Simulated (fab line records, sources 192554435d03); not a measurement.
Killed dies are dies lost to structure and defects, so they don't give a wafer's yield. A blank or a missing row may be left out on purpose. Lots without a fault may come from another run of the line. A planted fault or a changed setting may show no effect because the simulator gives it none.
fab line records | flow n5_finfet
record lots=24 wafers=72 last_day=17
route steps=1938 shown BEOL_M12@1647 BEOL_M13@1672 BEOL_M14@1728
lots that met no fault: from a run of the same line without faults
start_h: hours from the record's first day to the start of the lot's first wafer shown | wait_h: hours since the lot's step before | " the same as in the row above | L1.1+2: a row that stands for several wafers | - no value, or no start given | * or withheld: withheld | < > ~ a bound
route shown NAME@n: a module of which the file shows steps, and the number in the route of the first | usual: mean/standard deviation of fault-free wafers | same: alike in all rows | chamber/n: place in a boat | sites: the reading at each site | _std_site: their standard deviation | _edge_site: outer sites' mean less inner sites' | radius_mm: how far each site lies from the wafer's centre | mask NAME#n: copy n | behind: the tool/chamber that last shaped the wafer | hold: why the lot was held/for how many hours/how that ended | device: the transistor (n, p or np) that didn't switch | end of line: the same wafers' tests at the end of the route | a step without rows: its recipe alone | killed: dies lost to structure and defects at the first sort, not the wafer's yield | map: a wafer's dies, x killed, . not, _ none there
set.NAME: the setting as run; set.NAME@STEP: as run at that earlier step | model.NAME: the simulator's own value behind a step, which no gauge read
steps of the route over a sample of lots; a table a step, a row a wafer
services: from which hour (start_h, from the record's first day; less than 0 if before it) a tool's chamber was out of use, for how many hours, and why
## steps
# step N5_BEOL_M12_PRE_CLEAN_42
# recipe gas=H2/He time_s=30 temp_c=250
# usual heater_power_w=332/16
# same time_s=30
# columns lot.wafer tool chamber start_h wait_h heater_power_w
L074.3 pvd_sputter-02 - 222.04 0.0 332
L074.4 " - " " 330
L074.5 " - " " 329
L075.1 pvd_sputter-01 - 239.25 0.0 328
L075.2 " - " " 340
L075.3 " - " " 328
L076.2 pvd_sputter-03 - 244.62 0.0 318
L076.3 " - " " 350
L076.6 " - " " 309
L077.1 pvd_sputter-02 - 246.81 0.0 338
L077.3 " - " " 320
L077.6 " - " " 330
L078.1 pvd_sputter-03 - 254.65 0.0 317
L078.5 " - " " 343
L078.6 " - " " 358
L079.3 pvd_sputter-01 - 254.83 0.0 332
L079.4 " - " " 326
L079.5 " - " " 329
L080.2 pvd_sputter-03 - 262.85 0.0 325
L080.4 " - " " 365
L080.6 " - " " 352
L081.2 pvd_sputter-02 - 274.11 0.0 345
L081.3 " - " " 335
L081.4 " - " " 328
L082.2 pvd_sputter-01 - 283.92 0.0 325
L082.3 " - " " 323
L082.6 " - " " 315
L085.2 pvd_sputter-02 - 291.87 0.0 327
L085.3 " - " " 359
L085.6 " - " " 300
L084.1 pvd_sputter-02 - 295.39 0.0 331
L084.3 " - " " 299
L084.6 " - " " 300
L083.1 pvd_sputter-02 - 299.49 0.0 343
L083.4 " - " " 338
L083.5 " - " " 347
L086.1 pvd_sputter-03 - 313.27 0.0 331
L086.3 " - " " 313
L086.4 " - " " 356
L087.1 pvd_sputter-02 - 313.31 0.0 331
L087.2 " - " " 344
L087.3 " - " " 303
L088.1 pvd_sputter-01 - 318.58 0.0 325
L088.4 " - " " 341
L088.5 " - " " 320
L089.2 pvd_sputter-03 - 323.94 0.0 341
L089.5 " - " " 355
L089.6 " - " " 326
L090.2 pvd_sputter-03 - 330.89 0.0 329
L090.3 " - " " 357
L090.5 " - " " 339
L091.1 pvd_sputter-02 - 341.22 0.0 332
L091.3 " - " " 349
L091.5 " - " " 341
L092.2 pvd_sputter-03 - 341.59 0.0 311
L092.4 " - " " 352
L092.5 " - " " 339
L094.2 pvd_sputter-03 - 349.34 0.0 341
L094.4 " - " " 310
L094.6 " - " " 354
L093.3 pvd_sputter-02 - 349.37 0.0 346
L093.5 " - " " 354
L093.6 " - " " 340
L095.1 pvd_sputter-01 - 359.50 0.0 318
L095.2 " - " " 321
L095.4 " - " " 327
L096.1 pvd_sputter-01 - 369.43 0.0 334
L096.5 " - " " 322
L096.6 " - " " 330
L097.2 pvd_sputter-01 - 369.93 0.0 324
L097.5 " - " " 329
L097.6 " - " " 332
# step N5_BEOL_M13_DESCUM_15
# recipe chemistry=O2 time_s=7.9 source_power_w=50 bias_power_w=20 pressure_mtorr=20 rf_frequency_hz=2.712e+07 temp_c=40 o2_flow_sccm=225
# usual drypump_motor_current_A=5.7/0.3 oes_product_au=0.84/0.059 rf_fwd_power_W=49.23/0.24 rf_vpp_V=243.5/1.1 showerhead_plenum_p_Torr=2.11/0.047 throttle_valve_pct=20.21/0.29
# same time_s=7.9
# columns lot.wafer tool chamber start_h wait_h drypump_motor_current_A oes_product_au rf_fwd_power_W rf_hours_counter_h rf_vpp_V showerhead_plenum_p_Torr throttle_valve_pct
L074.3 rie_diel-05 0 223.87 0.0 5.0 0.69 49.16 228 243.6 2.16 20.40
L074.4 " 3 " " 5.8 0.87 49.13 18 242.5 2.12 19.72
L074.5 " 2 " " 5.7 0.89 49.36 - 243.4 2.12 20.05
L075.1 rie_diel-04 1 242.57 0.0 5.0 0.73 48.97 186 244.8 2.15 20.08
L075.2 " 3 " " 6.1 0.80 49.36 129 241.8 2.12 20.14
L075.3 " 0 " " 5.4 0.73 49.81 193 243.9 2.14 20.33
L076.2 rie_diel-04 0 246.49 0.1 5.4 0.73 49.71 195 243.5 2.14 20.31
L076.3 " 2 " " 6.0 0.93 49.34 20 244.1 2.14 20.51
L076.6 " 1 " " 5.0 0.74 49.17 - 244.1 2.15 20.08
L077.1 rie_diel-05 3 248.66 0.0 5.8 0.87 48.90 25 242.5 2.12 19.71
L077.3 " 0 " " 5.0 0.69 49.42 235 244.8 2.16 20.40
L077.6 " 3 " " 5.8 0.87 48.85 - 244.4 2.12 19.70
L078.1 rie_diel-04 3 256.62 0.0 6.1 0.80 49.41 134 243.8 2.12 20.15
L078.5 " 3 " " 6.1 0.80 49.52 - 242.9 2.12 20.15
L078.6 " 2 " " 6.0 0.93 49.70 - 244.7 2.14 20.53
L079.3 rie_diel-05 2 257.28 0.3 5.7 0.88 49.13 48 244.1 2.11 20.07
L079.4 " 0 " " 5.0 0.69 49.55 238 244.6 2.16 20.40
L079.5 " 3 " " 5.8 0.85 48.95 - 245.6 2.12 19.73
L080.2 rie_diel-01 1 264.73 0.1 5.7 0.83 48.95 83 245.2 2.21 20.49
L080.4 " 3 " " 6.2 0.88 49.06 26 243.6 2.05 20.08
L080.6 " 0 " " 5.6 0.94 49.19 - 243.3 2.05 20.09
L081.2 rie_diel-01 3 276.22 0.4 6.2 0.87 49.24 31 242.5 2.05 20.09
L081.3 " 0 " " 5.6 0.93 49.20 9 240.7 2.05 20.11
L081.4 " 1 " " 5.7 0.82 48.85 88 244.2 2.21 20.51
L082.2 rie_diel-05 1 286.61 0.1 5.6 0.83 49.05 73 244.0 2.12 20.28
L082.3 " 2 " " 5.7 0.87 49.16 52 243.5 2.11 20.06
L082.6 " 1 " " 5.6 0.83 49.24 - 244.4 2.12 20.28
L085.2 rie_diel-01 2 293.66 0.0 5.8 0.84 49.56 69 241.9 2.07 20.84
L085.3 " 0 " " 5.7 0.90 49.00 15 242.8 2.05 20.13
L085.6 " 1 " " 5.7 0.82 49.21 - 245.2 2.21 20.50
L084.1 rie_diel-01 0 297.32 0.0 5.6 0.90 49.12 16 241.8 2.04 20.11
L084.3 " 3 " " 6.2 0.86 49.65 39 243.9 2.05 20.10
L084.6 " 3 " " 6.2 0.86 49.60 - 243.0 2.05 20.08
L083.1 rie_diel-05 2 301.40 0.0 5.7 0.87 48.99 56 242.1 2.11 20.09
L083.4 " 1 " " 5.6 0.83 49.32 77 243.8 2.12 20.28
L083.5 " 3 " " 5.8 0.84 48.91 - 242.7 2.12 19.74
L086.1 rie_diel-05 2 315.51 0.1 5.7 0.86 49.06 61 245.1 2.11 20.07
L086.3 " 1 " " 5.6 0.82 49.05 82 245.3 2.12 20.30
L086.4 " 0 " " 5.0 0.67 49.30 248 245.3 2.15 20.43
L087.1 rie_diel-05 2 315.81 0.3 5.7 0.85 49.00 61 243.1 2.11 20.07
L087.2 " 0 " " 5.0 0.67 49.39 248 243.7 2.15 20.42
L087.3 " 1 " " 5.6 0.83 49.35 82 243.1 2.12 20.29
L088.1 rie_diel-01 1 320.40 0.0 5.7 0.80 48.99 103 244.2 2.21 20.52
L088.4 " 3 " " 6.2 0.86 49.37 45 242.3 2.04 20.10
L088.5 " 3 " " 6.2 0.85 49.20 - 241.6 2.04 20.09
L089.2 rie_diel-05 3 325.88 0.0 5.8 0.83 49.15 44 242.7 2.12 19.75
L089.5 " 1 " " 5.6 0.82 49.43 - 242.7 2.12 20.30
L089.6 " 2 " " 5.7 0.86 49.18 - 244.2 2.11 20.09
L090.2 rie_diel-05 1 332.68 0.0 5.6 0.82 49.14 89 243.5 2.12 20.30
L090.3 " 3 " " 5.8 0.82 49.04 47 243.6 2.11 19.75
L090.5 " 2 " " 5.7 0.84 49.15 - 243.7 2.11 20.09
L091.1 rie_diel-05 0 343.32 0.0 5.0 0.99 49.19 2 241.7 2.15 20.12
L091.3 " 1 " " 5.6 0.81 49.44 93 243.2 2.11 20.32
L091.5 " 0 " " 5.0 0.98 49.28 - 244.8 2.15 20.12
L092.2 rie_diel-05 0 343.71 0.0 5.0 0.99 49.44 2 243.3 2.15 20.12
L092.4 " 2 " " 5.7 0.85 49.02 72 244.3 2.11 20.09
L092.5 " 2 " " 5.7 0.85 49.18 - 243.2 2.11 20.09
L094.2 rie_diel-01 1 351.25 0.0 5.7 0.80 48.98 113 244.9 2.20 20.55
L094.4 " 3 " " 6.2 0.84 49.48 53 242.5 2.04 20.12
L094.6 " 2 " " 5.8 0.82 49.48 - 243.7 2.06 20.85
L093.3 rie_diel-05 2 351.67 0.3 5.7 0.84 49.38 74 242.7 2.10 20.09
L093.5 " 3 " " 5.8 0.82 48.89 - 243.6 2.11 19.75
L093.6 " 2 " " 5.7 0.84 49.24 - 243.0 2.11 20.11
L095.1 rie_diel-01 0 361.41 0.0 5.6 0.84 49.48 38 242.8 2.04 20.17
L095.2 " 3 " " 6.2 0.83 49.26 56 241.9 2.04 20.11
L095.4 " 3 " " 6.2 0.84 49.30 - 242.9 2.04 20.14
L096.1 rie_diel-01 0 371.48 0.0 5.6 0.84 49.20 41 243.0 2.04 20.16
L096.5 " 1 " " 5.7 0.79 48.94 - 243.8 2.20 20.56
L096.6 " 0 " " 5.6 0.85 49.14 - 242.0 2.04 20.15
L097.2 rie_diel-01 3 371.84 0.0 6.2 0.83 49.47 60 242.9 2.04 20.15
L097.5 " 1 " " 5.7 0.80 48.92 - 244.7 2.20 20.56
L097.6 " 0 " " 5.6 0.85 49.12 - 241.7 2.04 20.15
# step N5_BEOL_M13_PRE_CLEAN_42
# recipe gas=H2/He time_s=30 temp_c=250
# usual heater_power_w=331/15
# same time_s=30
# columns lot.wafer tool chamber start_h wait_h heater_power_w
L074.3 pvd_sputter-03 - 228.48 0.0 356
L074.4 " - " " 309
L074.5 " - " " 345
L075.1 pvd_sputter-03 - 247.14 0.0 356
L075.2 " - " " 342
L075.3 " - " " 309
L076.2 pvd_sputter-01 - 248.41 0.0 326
L076.3 " - " " 319
L076.6 " - " " 319
L077.1 pvd_sputter-02 - 254.89 0.0 335
L077.3 " - " " 345
L077.6 " - " " 330
L078.1 pvd_sputter-03 - 259.71 0.0 332
L078.5 " - " " 341
L078.6 " - " " 359
L079.3 pvd_sputter-03 - 261.95 0.0 343
L079.4 " - " " 330
L079.5 " - " " 325
L080.2 pvd_sputter-03 - 270.26 0.0 332
L080.4 " - " " 338
L080.6 " - " " 343
L081.2 pvd_sputter-02 - 279.32 0.0 298
L081.3 " - " " 341
L081.4 " - " " 354
L082.2 pvd_sputter-01 - 290.79 0.0 325
L082.3 " - " " 325
L082.6 " - " " 321
L085.2 pvd_sputter-01 - 299.93 0.0 341
L085.3 " - " " 338
L085.6 " - " " 323
L084.1 pvd_sputter-01 - 300.49 0.0 330
L084.3 " - " " 338
L084.6 " - " " 314
L083.1 pvd_sputter-01 - 303.65 0.0 327
L083.4 " - " " 319
L083.5 " - " " 322
L086.1 pvd_sputter-01 - 319.12 0.0 322
L086.3 " - " " 347
L086.4 " - " " 332
L087.1 pvd_sputter-01 - 319.74 0.0 327
L087.2 " - " " 322
L087.3 " - " " 325
L088.1 pvd_sputter-02 - 326.64 0.0 298
L088.4 " - " " 344
L088.5 " - " " 349
L089.2 pvd_sputter-02 - 330.46 0.0 336
L089.5 " - " " 334
L089.6 " - " " 303
L090.2 pvd_sputter-02 - 336.32 0.0 338
L090.3 " - " " 328
L090.5 " - " " 330
L091.1 pvd_sputter-01 - 345.69 0.0 318
L091.3 " - " " 320
L091.5 " - " " 322
L092.2 pvd_sputter-02 - 346.77 0.0 321
L092.4 " - " " 340
L092.5 " - " " 358
L094.2 pvd_sputter-01 - 353.76 0.0 317
L094.4 " - " " 334
L094.6 " - " " 318
L093.3 pvd_sputter-02 - 355.07 0.0 299
L093.5 " - " " 342
L093.6 " - " " 335
L095.1 pvd_sputter-02 - 363.43 0.0 336
L095.2 " - " " 356
L095.4 " - " " 299
L096.1 pvd_sputter-03 - 377.07 0.0 335
L096.5 " - " " 316
L096.6 " - " " 331
L097.2 pvd_sputter-03 - 377.51 0.0 309
L097.5 " - " " 366
L097.6 " - " " 354
# step N5_BEOL_M13_ANNEAL_48
# recipe temp_c=225 time_s=90 ambient=N2
# usual wafer_temp_C_max=225.96/0.27
# same time_s=90
# columns lot.wafer tool chamber start_h wait_h wafer_temp_C_max
L074.3 rtp_anneal-01 0 229.05 0.2 225.54
L074.4 " 0 " " 226.06
L074.5 " 0 " " 225.88
L075.1 rtp_anneal-01 0 247.97 0.5 226.15
L075.2 " 0 " " 225.94
L075.3 " 0 " " 226.23
L076.2 rtp_anneal-01 0 248.97 0.2 226.14
L076.3 " 0 " " 226.19
L076.6 " 0 " " 226.69
L077.1 rtp_anneal-02 0 255.64 0.4 226.14
L077.3 " 0 " " 225.97
L077.6 " 0 " " 225.80
L078.1 rtp_anneal-01 0 260.27 0.2 225.77
L078.5 " 0 " " 226.07
L078.6 " 0 " " 225.89
L079.3 rtp_anneal-01 0 262.61 0.3 226.60
L079.4 " 0 " " 226.37
L079.5 " 0 " " 226.00
L080.2 rtp_anneal-02 0 270.88 0.3 225.56
L080.4 " 0 " " 226.15
L080.6 " 0 " " 226.28
L081.2 rtp_anneal-02 0 279.85 0.2 225.93
L081.3 " 0 " " 225.72
L081.4 " 0 " " 226.10
L082.2 rtp_anneal-02 0 291.31 0.2 225.91
L082.3 " 0 " " 226.11
L082.6 " 0 " " 225.93
L085.2 rtp_anneal-01 0 300.49 0.2 226.12
L085.3 " 0 " " 225.94
L085.6 " 0 " " 225.87
L084.1 rtp_anneal-02 0 301.13 0.3 225.71
L084.3 " 0 " " 226.01
L084.6 " 0 " " 225.95
L083.1 rtp_anneal-02 0 304.13 0.1 225.61
L083.4 " 0 " " 225.21
L083.5 " 0 " " 225.47
L086.1 rtp_anneal-02 0 319.60 0.1 225.66
L086.3 " 0 " " 225.66
L086.4 " 0 " " 225.51
L087.1 rtp_anneal-01 0 320.30 0.2 226.12
L087.2 " 0 " " 226.04
L087.3 " 0 " " 226.39
L088.1 rtp_anneal-01 0 327.13 0.1 225.83
L088.4 " 0 " " 225.77
L088.5 " 0 " " 226.45
L089.2 rtp_anneal-02 0 330.99 0.2 226.21
L089.5 " 0 " " 225.96
L089.6 " 0 " " 226.06
L090.2 rtp_anneal-01 0 336.85 0.2 225.90
L090.3 " 0 " " 225.85
L090.5 " 0 " " 225.88
L091.1 rtp_anneal-01 0 346.17 0.1 225.92
L091.3 " 0 " " 226.11
L091.5 " 0 " " 226.04
L092.2 rtp_anneal-01 0 347.30 0.2 226.30
L092.4 " 0 " " 226.26
L092.5 " 0 " " 226.49
L094.2 rtp_anneal-01 0 354.53 0.4 226.34
L094.4 " 0 " " 225.78
L094.6 " 0 " " 226.38
L093.3 rtp_anneal-01 0 355.64 0.2 225.68
L093.5 " 0 " " 225.40
L093.6 " 0 " " 225.67
L095.1 rtp_anneal-01 0 363.93 0.1 226.17
L095.2 " 0 " " 226.21
L095.4 " 0 " " 225.84
L096.1 rtp_anneal-02 0 377.55 0.1 225.83
L096.5 " 0 " " 225.99
L096.6 " 0 " " 225.78
L097.2 rtp_anneal-02 0 378.03 0.2 225.65
L097.5 " 0 " " 226.10
L097.6 " 0 " " 225.90
# step N5_BEOL_M14_INSPECT_12
# recipe mode=adi inspect_instrument=macro
# usual raw_defect_count=2.1/1.5
# columns lot.wafer tool chamber start_h wait_h raw_defect_count
L074.3 defect_inspect-01 - 230.69 0.0 1
L074.4 " - " " 4
L074.5 " - " " 2
L075.1 defect_inspect-02 - 249.94 0.0 2
L075.2 " - " " 2
L075.3 " - " " 2
L076.2 defect_inspect-02 - 250.36 0.0 4
L076.3 " - " " 1
L076.6 " - " " 1
L077.1 defect_inspect-01 - 257.10 0.0 2
L077.3 " - " " 1
L077.6 " - " " 6
L078.1 defect_inspect-02 - 261.61 0.0 0
L078.5 " - " " 1
L078.6 " - " " 3
L079.3 defect_inspect-02 - 264.01 0.0 2
L079.4 " - " " 2
L079.5 " - " " 3
L080.2 defect_inspect-02 - 272.33 0.0 1
L080.4 " - " " 3
L080.6 " - " " 2
L081.2 defect_inspect-01 - 281.15 0.0 1
L081.3 " - " " 1
L081.4 " - " " 0
L082.2 defect_inspect-01 - 292.61 0.0 4
L082.3 " - " " 4
L082.6 " - " " 7
L085.2 defect_inspect-01 - 301.80 0.0 3
L085.3 " - " " 2
L085.6 " - " " 1
L084.1 defect_inspect-02 - 302.47 0.0 6
L084.3 " - " " 2
L084.6 " - " " 1
L083.1 defect_inspect-02 - 305.46 0.0 3
L083.4 " - " " 3
L083.5 " - " " 0
L086.1 defect_inspect-01 - 321.02 0.0 1
L086.3 " - " " 1
L086.4 " - " " 0
L087.1 defect_inspect-01 - 321.78 0.0 3
L087.2 " - " " 2
L087.3 " - " " 2
L088.1 defect_inspect-02 - 328.57 0.0 5
L088.4 " - " " 1
L088.5 " - " " 3
L089.2 defect_inspect-01 - 332.40 0.0 6
L089.5 " - " " 2
L089.6 " - " " 2
L090.2 defect_inspect-01 - 338.26 0.0 3
L090.3 " - " " 1
L090.5 " - " " 2
L091.1 defect_inspect-01 - 347.75 0.0 3
L091.3 " - " " 3
L091.5 " - " " 1
L092.2 defect_inspect-01 - 348.71 0.0 2
L092.4 " - " " 3
L092.5 " - " " 1
L094.2 defect_inspect-02 - 355.83 0.0 0
L094.4 " - " " 3
L094.6 " - " " 1
L093.3 defect_inspect-02 - 357.09 0.0 1
L093.5 " - " " 1
L093.6 " - " " 1
L095.1 defect_inspect-02 - 365.26 0.0 1
L095.2 " - " " 0
L095.4 " - " " 2
L096.1 defect_inspect-02 - 379.00 0.0 3
L096.5 " - " " 0
L096.6 " - " " 3
L097.2 defect_inspect-02 - 379.35 0.0 2
L097.5 " - " " 2
L097.6 " - " " 2
# step N5_BEOL_M14_ETCH_59
# recipe chemistry=N2/H2 target=BARC target_depth_a=890 overetch_a=267 time_s=67.9 ion_energy_ev=200 pressure_mtorr=30 source_w=840 bias_w=150 n2_flow_sccm=200 h2_flow_sccm=200
# usual drypump_motor_current_A=5.59/0.3 oes_product_au=0.68/0.06 rf_fwd_power_W=833.5/2.8 rf_vpp_V=523.0/2.4 showerhead_plenum_p_Torr=2.51/0.084 throttle_valve_pct=17.9/0.33
# same time_s=67.9
# columns lot.wafer tool chamber start_h wait_h drypump_motor_current_A oes_product_au rf_fwd_power_W rf_hours_counter_h rf_vpp_V showerhead_plenum_p_Torr throttle_valve_pct
L074.3 rie_diel-06 3 230.76 0.0 5.92 0.59 830.7 232 520.2 2.40 18.0
L074.4 " 0 " " 6.05 0.73 833.5 52 521.6 2.46 17.6
L074.5 " 1 " " 5.43 0.74 830.8 - 526.0 2.59 17.7
L075.1 rie_diel-06 0 250.06 0.0 6.03 0.72 832.5 59 524.4 2.46 17.6
L075.2 " 2 " " 5.52 0.70 834.6 95 523.2 2.58 18.1
L075.3 " 3 " " 5.94 0.59 834.8 239 518.6 2.40 18.0
L076.2 rie_diel-03 3 250.43 0.0 5.92 0.61 839.1 193 524.8 2.52 17.9
L076.3 " 1 " " 5.21 0.67 829.2 144 521.4 2.41 17.6
L076.6 " 3 " " 5.92 0.61 840.8 - 523.0 2.52 17.9
L077.1 rie_diel-02 0 257.16 0.0 5.70 0.61 830.4 238 519.9 2.44 18.5
L077.3 " 1 " " 5.26 0.63 832.0 157 520.6 2.44 18.4
L077.6 " 0 " " 5.69 0.60 829.2 - 519.5 2.44 18.4
L078.1 rie_diel-02 2 262.03 0.0 5.70 0.58 835.2 245 522.2 2.50 18.2
L078.5 " 3 " " 5.77 0.74 836.7 - 521.2 2.51 18.1
L078.6 " 0 " " 5.70 0.60 828.1 - 519.7 2.44 18.5
L079.3 rie_diel-02 2 264.08 0.0 5.69 0.58 833.6 246 523.2 2.50 18.2
L079.4 " 3 " " 5.74 0.74 836.7 41 520.9 2.51 18.0
L079.5 " 0 " " 5.71 0.60 832.3 - 520.4 2.44 18.5
L080.2 rie_diel-02 3 272.40 0.0 5.77 0.74 836.6 44 523.1 2.51 18.1
L080.4 " 0 " " 5.71 0.60 828.4 244 519.5 2.44 18.5
L080.6 " 0 " " 5.71 0.61 828.7 - 520.4 2.44 18.5
L081.2 rie_diel-02 3 281.22 0.0 5.74 0.74 834.8 48 521.7 2.51 18.1
L081.3 " 0 " " 5.69 0.60 831.7 248 519.9 2.43 18.5
L081.4 " 1 " " 5.22 0.62 833.2 - 521.0 2.44 18.4
L082.2 rie_diel-02 1 292.68 0.0 5.27 0.62 829.8 171 519.7 2.44 18.4
L082.3 " 3 " " 5.73 0.73 838.5 53 521.9 2.50 18.1
L082.6 " 0 " " 5.70 0.59 829.0 - 519.6 2.43 18.5
L085.2 rie_diel-03 3 301.89 0.0 5.93 0.61 835.7 212 524.0 2.51 17.9
L085.3 " 2 " " 5.70 0.72 836.7 88 525.6 2.55 17.6
L085.6 " 1 " " 5.21 0.65 837.2 - 520.4 2.40 17.6
L084.1 rie_diel-03 2 302.77 0.0 5.70 0.71 833.0 89 524.8 2.55 17.6
L084.3 " 0 " " 5.07 0.75 831.1 25 525.6 2.60 17.4
L084.6 " 0 " " 5.08 0.75 835.4 - 525.0 2.60 17.4
L083.1 rie_diel-03 0 305.53 0.0 5.09 0.76 836.0 26 524.8 2.60 17.4
L083.4 " 1 " " 5.21 0.65 833.0 163 521.0 2.40 17.6
L083.5 " 3 " " 5.92 0.61 829.1 - 523.3 2.51 17.9
L086.1 rie_diel-06 3 321.17 0.0 5.95 0.81 832.0 5 528.7 2.71 17.6
L086.3 " 0 " " 6.05 0.70 831.2 87 521.2 2.45 17.6
L086.4 " 1 " " 5.42 0.71 826.4 86 524.2 2.58 17.8
L087.1 rie_diel-03 1 321.85 0.0 5.20 0.65 834.0 167 521.1 2.40 17.6
L087.2 " 3 " " 5.93 0.60 835.6 217 524.1 2.51 17.9
L087.3 " 2 " " 5.73 0.71 830.3 94 524.0 2.54 17.6
L088.1 rie_diel-06 1 328.64 0.0 5.40 0.70 833.0 90 525.4 2.57 17.8
L088.4 " 0 " " 6.03 0.70 832.5 91 521.5 2.45 17.6
L088.5 " 1 " " 5.41 0.70 833.4 - 523.6 2.57 17.8
L089.2 rie_diel-03 3 332.47 0.0 5.93 0.60 834.9 220 524.2 2.51 17.9
L089.5 " 1 " " 5.23 0.65 833.7 - 521.6 2.40 17.6
L089.6 " 0 " " 5.08 0.74 832.4 - 524.4 2.60 17.4
L090.2 rie_diel-02 3 338.33 0.0 5.76 0.70 836.6 73 521.4 2.50 18.1
L090.3 " 1 " " 5.22 0.61 835.2 188 520.4 2.43 18.4
L090.5 " 0 " " 5.68 0.81 833.3 - 528.0 2.75 17.9
L091.1 rie_diel-06 3 347.82 0.0 5.94 0.79 834.2 13 528.5 2.70 17.6
L091.3 " 0 " " 6.02 0.69 834.6 97 522.9 2.45 17.6
L091.5 " 2 " " 5.54 0.68 836.6 - 523.2 2.57 18.2
L092.2 rie_diel-06 0 349.25 0.0 6.06 0.68 834.3 98 520.9 2.45 17.6
L092.4 " 2 " " 5.54 0.67 837.7 133 523.6 2.57 18.2
L092.5 " 1 " " 5.42 0.69 831.2 - 522.8 2.57 17.8
L094.2 rie_diel-02 3 355.97 0.0 5.76 0.70 838.9 80 523.3 2.49 18.1
L094.4 " 2 " " 5.70 0.75 832.6 25 522.4 2.48 17.8
L094.6 " 2 " " 5.71 0.74 834.9 - 523.3 2.48 17.8
L093.3 rie_diel-03 3 357.45 0.0 5.93 0.60 835.5 229 521.8 2.50 17.9
L093.5 " 2 " " 5.71 0.70 832.0 - 526.1 2.54 17.6
L093.6 " 1 " " 5.23 0.65 836.7 - 520.0 2.39 17.6
L095.1 rie_diel-03 0 365.33 0.0 5.11 0.73 829.7 45 526.1 2.60 17.5
L095.2 " 1 " " 5.22 0.64 832.4 183 521.4 2.39 17.7
L095.4 " 3 " " 5.93 0.59 835.5 232 522.6 2.50 17.9
L096.1 rie_diel-06 0 379.07 0.0 6.06 0.67 831.7 108 521.1 2.44 17.7
L096.5 " 2 " " 5.54 0.67 837.7 - 523.8 2.56 18.2
L096.6 " 1 " " 5.41 0.69 833.5 - 523.8 2.57 17.8
L097.2 rie_diel-06 2 379.42 0.0 5.53 0.66 834.3 143 523.3 2.56 18.2
L097.5 " 2 " " 5.57 0.67 829.8 - 522.9 2.56 18.2
L097.6 " 1 " " 5.40 0.68 831.8 - 524.9 2.57 17.9
## services
# columns tool chamber start_h hours kind
rie_diel-05 - 200.69 1.2 repair
rie_diel-02 1 204.08 6.8 repair
rie_diel-04 3 204.29 12.3 repair
rie_diel-01 - 205.20 14.6 pm
rie_diel-02 - 223.96 2.3 repair
rie_diel-03 2 228.06 8.4 repair
rie_diel-05 0 231.27 1.3 repair
rie_diel-06 2 235.93 8.0 repair
rie_diel-01 2 241.99 4.6 repair
rie_diel-02 0 246.25 4.4 repair
rie_diel-06 3 253.06 2.6 repair
rie_diel-01 2 279.08 5.3 repair
rtp_anneal-02 - 285.43 1.1 pm
rie_diel-05 0 301.90 5.6 repair
rie_diel-03 - 308.90 0.2 repair
rie_diel-06 3 322.17 1.7 repair
rtp_anneal-02 - 337.94 7.2 pm
rie_diel-01 3 339.32 3.9 repair
rie_diel-03 2 339.80 2.8 repair
rie_diel-05 1 352.70 1.2 repair
rie_diel-01 2 358.50 3.5 repair
pvd_sputter-01 - 366.77 2.1 repair
rie_diel-05 2 370.24 2.6 repair
rie_diel-01 - 376.60 0.3 repair
## key
fault none
